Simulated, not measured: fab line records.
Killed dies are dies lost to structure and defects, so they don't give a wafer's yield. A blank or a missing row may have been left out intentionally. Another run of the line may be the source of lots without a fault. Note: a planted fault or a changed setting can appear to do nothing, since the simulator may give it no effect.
Chamber matching / flow n5_finfet / rie_diel-04 running N5_BEOL_M2_ETCH_70: 4 sister chambers
The step etches SOC in N2/H2, target depth 80 nm, overetch 24 nm, time 130 s. 16 wafers are shown with their chamber, then 8 later ones without.

## WAFERS PAIRED WITH THEIR CHAMBERS
wafer=L081.1; chamber=3; drypump_motor_current_A (A)=5.6; oes_product_au (a.u.)=0.50; showerhead_plenum_p_Torr (Torr)=2.61
wafer=L081.2; chamber=2; drypump_motor_current_A (A)=5.7; oes_product_au (a.u.)=0.56; showerhead_plenum_p_Torr (Torr)=2.54
wafer=L081.6; chamber=3; drypump_motor_current_A (A)=5.7; oes_product_au (a.u.)=0.51; showerhead_plenum_p_Torr (Torr)=2.61
wafer=L086.3; chamber=3; drypump_motor_current_A (A)=5.6; oes_product_au (a.u.)=0.50; showerhead_plenum_p_Torr (Torr)=2.60
wafer=L086.5; chamber=0; drypump_motor_current_A (A)=5.1; oes_product_au (a.u.)=0.69; showerhead_plenum_p_Torr (Torr)=2.51
wafer=L086.6; chamber=2; drypump_motor_current_A (A)=5.7; oes_product_au (a.u.)=0.56; showerhead_plenum_p_Torr (Torr)=2.53
wafer=L087.1; chamber=3; drypump_motor_current_A (A)=5.6; oes_product_au (a.u.)=0.49; showerhead_plenum_p_Torr (Torr)=2.60
wafer=L087.2; chamber=2; drypump_motor_current_A (A)=5.7; oes_product_au (a.u.)=0.56; showerhead_plenum_p_Torr (Torr)=2.53
wafer=L087.6; chamber=0; drypump_motor_current_A (A)=5.2; oes_product_au (a.u.)=0.68; showerhead_plenum_p_Torr (Torr)=2.50
wafer=L089.1; chamber=1; drypump_motor_current_A (A)=6.3; oes_product_au (a.u.)=0.65; showerhead_plenum_p_Torr (Torr)=2.61
wafer=L089.2; chamber=0; drypump_motor_current_A (A)=5.1; oes_product_au (a.u.)=0.68; showerhead_plenum_p_Torr (Torr)=2.50
wafer=L089.3; chamber=2; drypump_motor_current_A (A)=5.7; oes_product_au (a.u.)=0.55; showerhead_plenum_p_Torr (Torr)=2.53
wafer=L089.4; chamber=0; drypump_motor_current_A (A)=5.1; oes_product_au (a.u.)=0.67; showerhead_plenum_p_Torr (Torr)=2.50
wafer=L089.5; chamber=2; drypump_motor_current_A (A)=5.7; oes_product_au (a.u.)=0.55; showerhead_plenum_p_Torr (Torr)=2.53
wafer=L089.6; chamber=1; drypump_motor_current_A (A)=6.3; oes_product_au (a.u.)=0.65; showerhead_plenum_p_Torr (Torr)=2.61
wafer=L090.2; chamber=2; drypump_motor_current_A (A)=5.7; oes_product_au (a.u.)=0.56; showerhead_plenum_p_Torr (Torr)=2.53

SIGNATURES (averages over the wafers above)
reading=drypump_motor_current_A; chamber 0=5.125; chamber 1=6.300; chamber 2=5.700; chamber 3=5.625; scatter within a chamber=0.0354
reading=oes_product_au; chamber 0=0.6800; chamber 1=0.6500; chamber 2=0.5567; chamber 3=0.5000; scatter within a chamber=0.00667
reading=showerhead_plenum_p_Torr; chamber 0=2.5025; chamber 1=2.6100; chamber 2=2.5317; chamber 3=2.6050; scatter within a chamber=0.00464
Rule: a wafer's distance from a chamber is the root of the sum, over the readings, of the square of ((its reading less the chamber's mean) divided by the reading's scatter). The wafer belongs to the nearest chamber; if the next one is less than 2 further off, it can't be placed. The scatter: take each reading less its chamber's mean, square it, sum over the shown wafers, divide by the number of wafers less the number of chambers, and take the root.

## WAFERS MISSING THEIR CHAMBER
wafer=L090.3; drypump_motor_current_A (A)=6.3; oes_product_au (a.u.)=0.65; showerhead_plenum_p_Torr (Torr)=2.60
wafer=L090.6; drypump_motor_current_A (A)=5.1; oes_product_au (a.u.)=0.68; showerhead_plenum_p_Torr (Torr)=2.50
wafer=L095.1; drypump_motor_current_A (A)=5.1; oes_product_au (a.u.)=0.66; showerhead_plenum_p_Torr (Torr)=2.50
wafer=L095.3; drypump_motor_current_A (A)=5.7; oes_product_au (a.u.)=0.73; showerhead_plenum_p_Torr (Torr)=2.59
wafer=L095.6; drypump_motor_current_A (A)=5.7; oes_product_au (a.u.)=0.74; showerhead_plenum_p_Torr (Torr)=2.59
wafer=L096.1; drypump_motor_current_A (A)=5.6; oes_product_au (a.u.)=0.71; showerhead_plenum_p_Torr (Torr)=2.59
wafer=L096.5; drypump_motor_current_A (A)=5.7; oes_product_au (a.u.)=0.55; showerhead_plenum_p_Torr (Torr)=2.52
wafer=L096.6; drypump_motor_current_A (A)=5.7; oes_product_au (a.u.)=0.71; showerhead_plenum_p_Torr (Torr)=2.59

## WHICH CHAMBER EACH WENT THROUGH
wafer=L090.3; from the rows above=1; in truth=1
wafer=L090.6; from the rows above=0; in truth=0
wafer=L095.1; from the rows above=0; in truth=0
wafer=L095.3; from the rows above=1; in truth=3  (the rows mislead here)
wafer=L095.6; from the rows above=1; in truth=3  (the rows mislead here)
wafer=L096.1; from the rows above=can't be placed: 1 or 0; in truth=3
wafer=L096.5; from the rows above=2; in truth=2
wafer=L096.6; from the rows above=1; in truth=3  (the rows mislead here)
Correctly placed: 4 of 8. Cannot be placed on the basis of these rows: 1; the candidates contain the true chamber in 0. 3 placed wrongly.
